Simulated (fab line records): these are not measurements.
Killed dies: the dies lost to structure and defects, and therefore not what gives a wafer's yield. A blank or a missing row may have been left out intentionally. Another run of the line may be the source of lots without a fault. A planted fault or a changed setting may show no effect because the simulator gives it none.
A lot that was struck, set against a sound lot    flow nand-harc    15 steps out of a route of 1302
Sound: wafers L353.1, L353.4, L353.5. Struck: wafers L359.1, L359.2, L359.6. The cause comes at the end.
Order at every step that has rows: each side's tool, ch and its chambers, its first start. Under that, the readings that differ: sound wafers    struck wafers    difference of the means    sigmas: that difference in standard deviations of wafers without a fault.
alike: readings whose means differ by less than 2 such deviations, and words and numbers that are the same on both sides. not compared: withheld readings, readings that some wafer has no value for, bounds like >300 that may hide the same value, and numbers for which the record gives no deviation and whose values overlap.
A row with sigmas, a row that says differs or no value, or rows on one side alone: a step with any of these is where the two part. Numbers that don't overlap but have no deviation are shown without sigmas and don't part them. Lack of a reading on every wafer of one side parts them only where that side has two or more wafers.

first, 5 steps without rows for these wafers: NHARC_P_GATE_SOFTBAKE_21 (time 55 s); NHARC_P_GATE_EBR_22; NHARC_P_GATE_EXPOSE_23 (exposes mask P GATE, target cd 120 nm); NHARC_P_GATE_PEB_24 (peb time 65 s); NHARC_P_GATE_DEVELOP_25 (develop time 35 s).
NHARC_P_GATE_CD_MEAS_26 targets a cd of 120 nm.
  sound on cd-sem-01 ch 0, day 7 23:51; struck on cd-sem-02 ch 0, day 10 12:47
  alike: cd-nm
NHARC_P_GATE_OVL_MEAS_27:
  struck on overlay-01, day 10 12:52; sound on overlay-02, day 7 23:56
  alike: overlay-x-nm, overlay-y-nm
NHARC_P_GATE_INSPECT_28:
  struck on defect-inspect-01, day 10 12:55; sound on defect-inspect-02, day 7 23:58
  alike: raw-defect-count
NHARC_P_GATE_DESCUM_31: chemistry O2, time 3 s.
  sound on rie-diel-02 ch 0,2,3, day 8 00:02; struck on rie-diel-03 ch 0,1,2, day 10 12:58
  alike: drypump-motor-current-A, oes-product-au, rf-vpp-V, showerhead-plenum-p-Torr, throttle-valve-pct
  not compared: rf-hours-counter-h
NHARC_P_GATE_ETCH_104: etches the open film in CF4/CHF3, target depth 60 nm.
  sound on rie-diel-02 ch 1,2,3, day 8 00:08; struck on rie-diel-03 ch 0,2, day 10 13:04
reading                sound              struck             difference  sigmas
oes-product-au (a.u.)  0.912 0.919 0.906  0.964 0.996 0.985  +0.069      +3
  alike: bias-w, cf4-flow-sccm, drypump-motor-current-A, rf-vpp-V, showerhead-plenum-p-Torr, throttle-valve-pct
NHARC_P_GATE_HM_OPEN_105: chemistry O2/COS, target depth 360 nm.
  sound: rie-diel-02 ch 1,2; struck: rie-diel-03 ch 0,1,3
  alike: drypump-motor-current-A, oes-product-au, rf-vpp-V, showerhead-plenum-p-Torr, throttle-valve-pct
  not compared: rf-hours-counter-h
then, 1 step without rows for these wafers: NHARC_P_GATE_STRIP_106 (strips in O2/COS).
NHARC_P_GATE_ETCH_114: etches the open film in CF4/O2, target depth 30 nm, overetch 3 nm, time 16.5 s.
  sound on rie-diel-02 ch 0,2,3, day 8 00:00; struck on rie-diel-03 ch 0,1,3, day 10 13:00
  no value came back on the struck wafers for any of 7 readings (bias-w (W), cf4-flow-sccm (sccm) and others); on the sound wafers bias-w (W) reads 100.2 99.7 100.5
  not compared: rf-hours-counter-h
NHARC_P_GATE_ETCH_32: etches the open film in HBr/Cl2, target depth 150 nm, time 100.1 s.
  sound on rie-si-06 ch 0,2, day 8 00:30; struck on rie-si-06 ch 0,1,2, day 10 13:28
  alike: bias-w, chamber-pressure-mTorr, drypump-motor-current-A, hbr-flow-sccm, oes-product-au, throttle-valve-pct
  not compared: rf-hours-counter-h
-- record jumps: 20 days between struck wafers' starts before vs after; left off in module P_GATE, resumes in module END, first step shown is number 1302 of the route --
NHARC_END_SORT_01:
  sound on prober-01 ch 0, day 27 00:44; struck on prober-01 ch 0, day 30 06:00
reading              sound     struck                                                                difference                    sigmas
hold                 - - -     await-dispo/3.4h/scrap await-dispo/3.4h/scrap await-dispo/3.4h/scrap  no value on the sound wafers  
killed-at-periphery  1 3 2     611 614 613                                                           +611                          +99 or more
killed-dies          94 84 71  677 677 677                                                           +594                          +37
  alike: killed-at-array, killed-at-other, killed-open, killed-short

== WHERE THEY PART ==
At NHARC_P_GATE_ETCH_104 first; at NHARC_END_SORT_01 last (within this record only).

WHY: whatever the simulator had introduced
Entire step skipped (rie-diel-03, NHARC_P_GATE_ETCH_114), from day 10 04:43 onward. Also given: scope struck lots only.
